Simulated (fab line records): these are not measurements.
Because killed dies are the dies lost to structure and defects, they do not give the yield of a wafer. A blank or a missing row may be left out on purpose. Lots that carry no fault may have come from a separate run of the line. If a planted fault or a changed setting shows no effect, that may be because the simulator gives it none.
What tool caused it? | flow nand_harc | Sampling: 12 lots, 36 wafers, 6 of 1302 route steps

## WHAT THE GAUGES SHOWED, per wafer
NHARC_P_ZERO_WELL_CD_MEAS_11 targets a cd of 500 nm. Usual: cd_nm 499.6 nm, standard deviation 2.2.
lot  | measured     | on        | cd_nm (nm)        | flag
L641 | day 1 21:14  | cd_sem-01 | 499.7 498.3 499.9 |
L642 | day 2 07:07  | cd_sem-01 | 499.1 499.9 501.4 |
L644 | day 3 03:07  | cd_sem-01 | 496.2 498.3 496.1 |
L645 | day 3 13:15  | cd_sem-02 | 500.8 501.0 498.6 |
L646 | day 3 23:07  | cd_sem-03 | 497.8 499.3 497.3 |
L647 | day 4 09:15  | cd_sem-01 | 495.6 497.4 498.4 |
L650 | day 5 15:07  | cd_sem-02 | 502.7 502.4 504.4 |
L651 | day 6 01:15  | cd_sem-03 | 499.4 497.3 496.8 |
L661 | day 10 05:14 | cd_sem-03 | 503.0 500.9 503.2 |
L662 | day 10 15:14 | cd_sem-01 | 495.9 500.5 498.1 |
L663 | day 11 01:07 | cd_sem-02 | 494.3 498.2 497.0 |
L664 | day 11 11:07 | cd_sem-02 | 500.0 500.1 500.0 |

NHARC_P_ZERO_WELL_CD_MEAS_37 targets a cd of 720 nm. Usual: cd_nm 718.5 nm, standard deviation 1.8.
lot  | measured     | on        | cd_nm (nm)        | flag
L641 | day 2 00:07  | cd_sem-01 | 719.5 721.1 720.1 |
L642 | day 2 09:51  | cd_sem-01 | 719.1 716.4 718.7 |
L644 | day 3 06:13  | cd_sem-03 | 719.0 717.8 717.4 |
L645 | day 3 16:10  | cd_sem-02 | 718.6 717.9 714.3 |
L646 | day 4 02:09  | cd_sem-01 | 720.7 721.7 718.8 |
L647 | day 4 12:21  | cd_sem-02 | 719.8 716.7 722.4 |
L650 | day 5 18:00  | cd_sem-02 | 719.5 717.2 717.7 |
L651 | day 6 04:05  | cd_sem-01 | - - -             | OFF
L661 | day 10 08:13 | cd_sem-01 | 717.5 720.7 720.9 |
L662 | day 10 18:06 | cd_sem-02 | 720.5 718.1 717.7 |
L663 | day 11 04:05 | cd_sem-01 | 717.0 715.7 717.0 |
L664 | day 11 14:07 | cd_sem-03 | 718.0 716.6 717.2 |

NHARC_P_STI_CD_MEAS_16. Usual: cd_nm 199.1 nm, standard deviation 2.3.
lot  | measured     | on        | cd_nm (nm)        | flag
L641 | day 2 21:04  | cd_sem-03 | 198.7 198.8 201.8 |
L642 | day 3 08:52  | cd_sem-01 | 199.7 200.0 201.7 |
L644 | day 4 03:53  | cd_sem-02 | 199.1 197.9 200.1 |
L645 | day 4 14:13  | cd_sem-01 | 201.8 196.1 200.0 |
L646 | day 5 01:22  | cd_sem-01 | 200.3 198.1 193.2 |
L647 | day 5 10:58  | cd_sem-03 | 196.0 203.5 200.0 |
L650 | day 6 20:07  | cd_sem-02 | 197.8 199.8 201.1 |
L661 | day 11 06:47 | cd_sem-02 | 202.5 199.1 201.5 |
L662 | day 11 15:46 | cd_sem-03 | 196.8 198.0 196.4 |
L663 | day 12 03:50 | cd_sem-02 | 195.8 198.9 199.6 |
L664 | day 12 14:42 | cd_sem-03 | 196.5 200.5 198.0 |

NHARC_END_SORT_01. Usual: killed_at_array 52, standard deviation 17; killed_at_other 0.9, standard deviation 1.2; killed_at_periphery 3.9, standard deviation 2.7; killed_dies 57, standard deviation 16; killed_open 3.3, standard deviation 1.9; killed_short 2.5, standard deviation 1.5.
lot  | measured     | on        | killed_at_array | killed_at_other | killed_at_periphery | killed_dies | killed_open | killed_short | flag
L641 | day 24 14:31 | prober-01 | 75 81 80        | 0 1 1           | 0 1 1               | 75 83 82    | 0 6 1       | 4 1 6        |
L642 | day 25 10:02 | prober-01 | 87 75 87        | 0 0 0           | 6 5 3               | 93 80 90    | 8 3 3       | 3 1 2        |
L645 | day 25 22:12 | prober-01 | 50 66 68        | 0 0 2           | 0 5 1               | 50 71 71    | 2 4 2       | 1 6 4        |
L650 | day 28 06:49 | prober-02 | 57 48 55        | 3 2 2           | 6 5 5               | 66 55 62    | 3 4 3       | 2 1 2        |
L651 | day 29 00:11 | prober-02 | 42 43 34        | 1 0 0           | 634 634 643         | 677 677 677 | 3 2 4       | 2 1 2        | OFF

## TOOL THAT RAN EACH LOT (tool first, then ch and the chambers of the sampled wafers, then the start)
lot  | NHARC_P_ZERO_WELL_EXPOSE_34       | NHARC_P_STI_ETCH_15
L641 | krf_scanner-03 ch 0, day 1 23:58  | rie_si-05 ch 0,2, day 2 20:56
L642 | krf_scanner-03 ch 0, day 2 09:42  | rie_si-05 ch 0,1,3, day 3 08:44
L644 | krf_scanner-02 ch 0, day 3 06:03  | rie_si-03 ch 0,1, day 4 03:44
L645 | krf_scanner-03 ch 0, day 3 16:01  | rie_si-02 ch 1,2, day 4 14:02
L646 | krf_scanner-01 ch 0, day 4 02:00  | rie_si-03 ch 0,3, day 5 01:10
L647 | krf_scanner-03 ch 0, day 4 12:12  | rie_si-03 ch 0,1, day 5 10:46
L650 | krf_scanner-01 ch 0, day 5 17:50  | rie_si-03 ch 0,3, day 6 19:57
L651 | krf_scanner-01 ch 0, day 6 03:57  | -
L661 | krf_scanner-01 ch 0, day 10 08:04 | rie_si-03 ch 2,3, day 11 06:37
L662 | krf_scanner-03 ch 0, day 10 17:57 | rie_si-05 ch 0,1,2, day 11 15:38
L663 | krf_scanner-02 ch 0, day 11 03:56 | rie_si-05 ch 1,2,3, day 12 03:41
L664 | krf_scanner-03 ch 0, day 11 13:58 | rie_si-03 ch 1,2, day 12 14:32
- NHARC_P_ZERO_WELL_EXPOSE_34: exposes mask P PWELL, target cd 720 nm.
- NHARC_P_STI_ETCH_15: etches the open film in HBr/Cl2, target depth 300 nm, time 100.1 s.

## WHAT THE TOOLS THEMSELVES READ (means of the sampled wafers that have a number; where no wafer has one, the mark that the record gives instead)
NHARC_P_ZERO_WELL_EXPOSE_34. Usual: exposure_dose_mJ_cm2 22.307, standard deviation 0.027.
lot  | tool           | exposure_dose_mJ_cm2 | flag
L641 | krf_scanner-03 | 22.269               |
L642 | krf_scanner-03 | 22.301               |
L644 | krf_scanner-02 | 22.318               |
L645 | krf_scanner-03 | 22.304               |
L646 | krf_scanner-01 | 22.258               |
L647 | krf_scanner-03 | 22.280               |
L650 | krf_scanner-01 | 22.324               |
L651 | krf_scanner-01 | 22.301               |
L661 | krf_scanner-01 | 22.305               |
L662 | krf_scanner-03 | 22.311               |
L663 | krf_scanner-02 | 22.328               |
L664 | krf_scanner-03 | 22.322               |

NHARC_P_STI_ETCH_15. Usual: drypump_motor_current_A 5.7 A, standard deviation 0.51; oes_product_au 1.001 a.u., standard deviation 0.0091; throttle_valve_pct 26.406 %, standard deviation 0.0084.
lot  | tool      | drypump_motor_current_A (A) | oes_product_au (a.u.) | throttle_valve_pct (%) | flag
L641 | rie_si-05 | 5.0                         | 0.996                 | 26.403                 |
L642 | rie_si-05 | 5.8                         | 0.996                 | 26.410                 |
L644 | rie_si-03 | 5.9                         | 1.001                 | 26.407                 |
L645 | rie_si-02 | 6.2                         | 1.003                 | 26.410                 |
L646 | rie_si-03 | 5.7                         | 0.989                 | 26.407                 |
L647 | rie_si-03 | 5.9                         | 0.996                 | 26.406                 |
L650 | rie_si-03 | 5.7                         | 1.009                 | 26.408                 |
L661 | rie_si-03 | 5.7                         | 1.001                 | 26.411                 |
L662 | rie_si-05 | 5.5                         | 0.999                 | 26.400                 |
L663 | rie_si-05 | 6.0                         | 0.993                 | 26.415                 |
L664 | rie_si-03 | 5.7                         | 0.997                 | 26.398                 |

## THE ANSWER, worked out from the rows above alone
Rule: a lot counts as off when the mean over its wafers that have a number is more than 3 standard deviations away from the usual mean. A lot without any number at a reading at which 4 lots or more have one is off too. Any other lot the step has rows for is counted as sound. The gauges are gone through in route order, then the tools' own readings, and for those a lot's mean is taken as printed above. At the first step where some lot is off, the reading lying furthest off is the one used; lots without a number count as furthest.
Off: L651 (NHARC_P_ZERO_WELL_CD_MEAS_37, cd_nm). Without a number there: L651.
If a tool, at a process step before that reading, ran all the lots that are off and no sound lot after the first of them, it fits. The gauges at NHARC_P_ZERO_WELL_CD_MEAS_37 aren't tried: what is off there is off at NHARC_END_SORT_01 too, on other tools, and a gauge's error can't cause that. Of those tried, none fits.

## WHAT THE SIMULATOR HAD PUT IN
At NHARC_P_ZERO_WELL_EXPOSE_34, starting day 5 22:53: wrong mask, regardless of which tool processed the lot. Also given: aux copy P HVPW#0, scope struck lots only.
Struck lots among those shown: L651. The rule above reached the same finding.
